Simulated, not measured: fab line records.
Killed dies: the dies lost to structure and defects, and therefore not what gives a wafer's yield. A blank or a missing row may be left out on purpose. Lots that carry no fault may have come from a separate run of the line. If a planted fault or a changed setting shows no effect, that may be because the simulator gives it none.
Which tool is to blame? :: flow n5-finfet :: 9 lots, 27 wafers sampled, at 3 steps of a route of 1938

== WHAT EACH GAUGE READ, for each wafer ==
N5_BEOL_M8_CD_MEAS_28: target cd 40 nm. Usual: cd-nm reads 40.05 nm (standard deviation 0.22).
lot: L363
measured: day 10 12:14
on: cd-sem-02
cd-nm (nm): 40.30 40.04 40.30
flag: 

lot: L365
measured: day 10 18:46
on: cd-sem-02
cd-nm (nm): 40.01 39.50 39.86
flag: 

lot: L371
measured: day 12 06:45
on: cd-sem-01
cd-nm (nm): 40.11 39.82 39.92
flag: 

lot: L370
measured: day 12 09:28
on: cd-sem-01
cd-nm (nm): 40.42 40.30 40.07
flag: 

lot: L376
measured: day 13 22:25
on: cd-sem-03
cd-nm (nm): 39.99 40.13 39.89
flag: 

lot: L380
measured: day 14 12:29
on: cd-sem-02
cd-nm (nm): 39.72 40.22 39.78
flag: 

lot: L383
measured: day 15 10:33
on: cd-sem-01
cd-nm (nm): 40.18 39.70 40.09
flag: 

lot: L381
measured: day 15 10:43
on: cd-sem-01
cd-nm (nm): 40.11 40.42 39.95
flag: 

lot: L384
measured: day 15 14:57
on: cd-sem-03
cd-nm (nm): 40.12 40.02 39.89
flag: 

N5_BEOL_M8_INSPECT_30: inspects for defects (brightfield). Usual: raw-defect-count reads 373 (standard deviation 86).
lot: L363
measured: day 10 12:19
on: defect-inspect-01
raw-defect-count: 374 301 344
flag: 

lot: L365
measured: day 10 18:52
on: defect-inspect-01
raw-defect-count: 317 225 304
flag: 

lot: L371
measured: day 12 06:50
on: defect-inspect-01
raw-defect-count: 1132 1109 470
flag: OFF

lot: L370
measured: day 12 09:34
on: defect-inspect-01
raw-defect-count: 1064 1128 485
flag: OFF

lot: L376
measured: day 13 22:31
on: defect-inspect-01
raw-defect-count: 287 273 372
flag: 

lot: L380
measured: day 14 12:35
on: defect-inspect-01
raw-defect-count: 305 359 350
flag: 

lot: L383
measured: day 15 10:38
on: defect-inspect-02
raw-defect-count: 400 305 479
flag: 

lot: L381
measured: day 15 10:49
on: defect-inspect-01
raw-defect-count: 349 406 354
flag: 

lot: L384
measured: day 15 15:02
on: defect-inspect-02
raw-defect-count: 475 396 448
flag: 

== EACH LOT AND THE TOOL THAT RAN IT (in order: tool; ch and the chambers of the sampled wafers; start) ==
lot: L363
N5_BEOL_M8_HM_OPEN_17: rie-metal-02 ch 0,1, day 10 10:47

lot: L365
N5_BEOL_M8_HM_OPEN_17: rie-metal-02 ch 0,1, day 10 16:31

lot: L371
N5_BEOL_M8_HM_OPEN_17: rie-metal-02 ch 0,1, day 12 04:32

lot: L370
N5_BEOL_M8_HM_OPEN_17: rie-metal-02 ch 0,1, day 12 07:45

lot: L376
N5_BEOL_M8_HM_OPEN_17: rie-metal-03 ch 0,1, day 13 19:55

lot: L380
N5_BEOL_M8_HM_OPEN_17: rie-metal-03 ch 1, day 14 11:08

lot: L383
N5_BEOL_M8_HM_OPEN_17: rie-metal-02 ch 1, day 15 08:24

lot: L381
N5_BEOL_M8_HM_OPEN_17: rie-metal-02 ch 0,1, day 15 08:38

lot: L384
N5_BEOL_M8_HM_OPEN_17: rie-metal-02 ch 0,1, day 15 12:22
- N5_BEOL_M8_HM_OPEN_17: chemistry Cl2/BCl3, target TiN, target depth 20 nm, overetch 6 nm.

== WHAT THE TOOLS THEMSELVES READ (means of the sampled wafers that have a number; where no wafer has one, the mark that the record gives instead) ==
N5_BEOL_M8_HM_OPEN_17. Usual: drypump-motor-current-A 5.7 A, standard deviation 0.35; mfc-ar-sccm 25.01 sccm, standard deviation 0.081; oes-product-au 0.68 a.u., standard deviation 0.086; throttle-valve-pct 22.20 %, standard deviation 0.17.
lot: L363
tool: rie-metal-02
drypump-motor-current-A (A): 5.4
mfc-ar-sccm (sccm): 25.06
oes-product-au (a.u.): 0.68
throttle-valve-pct (%): 22.34
flag: 

lot: L365
tool: rie-metal-02
drypump-motor-current-A (A): 5.6
mfc-ar-sccm (sccm): 25.05
oes-product-au (a.u.): 0.74
throttle-valve-pct (%): 22.25
flag: 

lot: L371
tool: rie-metal-02
drypump-motor-current-A (A): 5.6
mfc-ar-sccm (sccm): 24.99
oes-product-au (a.u.): 0.72
throttle-valve-pct (%): 22.25
flag: 

lot: L370
tool: rie-metal-02
drypump-motor-current-A (A): 5.6
mfc-ar-sccm (sccm): 25.04
oes-product-au (a.u.): 0.73
throttle-valve-pct (%): 22.25
flag: 

lot: L376
tool: rie-metal-03
drypump-motor-current-A (A): 5.6
mfc-ar-sccm (sccm): 24.98
oes-product-au (a.u.): 0.69
throttle-valve-pct (%): 22.16
flag: 

lot: L380
tool: rie-metal-03
drypump-motor-current-A (A): 5.6
mfc-ar-sccm (sccm): 25.03
oes-product-au (a.u.): 0.71
throttle-valve-pct (%): 22.07
flag: 

lot: L383
tool: rie-metal-02
drypump-motor-current-A (A): 5.7
mfc-ar-sccm (sccm): 24.99
oes-product-au (a.u.): 0.75
throttle-valve-pct (%): 22.18
flag: 

lot: L381
tool: rie-metal-02
drypump-motor-current-A (A): 5.4
mfc-ar-sccm (sccm): 25.08
oes-product-au (a.u.): 0.65
throttle-valve-pct (%): 22.36
flag: 

lot: L384
tool: rie-metal-02
drypump-motor-current-A (A): 5.4
mfc-ar-sccm (sccm): 25.01
oes-product-au (a.u.): 0.65
throttle-valve-pct (%): 22.36
flag: 

== THE ANSWER, worked out from the rows above alone ==
Rule: a lot is off if the mean of its wafers that have a number lies more than 3 standard deviations from the usual mean. A lot without any number at a reading at which 4 lots or more have one is off too. Where the step has rows for the other lots, those lots are counted as sound. Order of review: gauges by route order, followed by the tools' own readings, for which a lot's mean as printed above is used. At the first step where some lot is off, the reading lying furthest off is the one used; lots without a number count as furthest.
Off at N5_BEOL_M8_INSPECT_30 (raw-defect-count): L371, L370.
If a tool, at a process step before that reading, ran all the lots that are off and no sound lot after the first of them, it fits. Those tools and the gauges at N5_BEOL_M8_INSPECT_30 are tried in the same way. No candidate that was tried fits.

== WHAT THE SIMULATOR HAD PUT IN ==
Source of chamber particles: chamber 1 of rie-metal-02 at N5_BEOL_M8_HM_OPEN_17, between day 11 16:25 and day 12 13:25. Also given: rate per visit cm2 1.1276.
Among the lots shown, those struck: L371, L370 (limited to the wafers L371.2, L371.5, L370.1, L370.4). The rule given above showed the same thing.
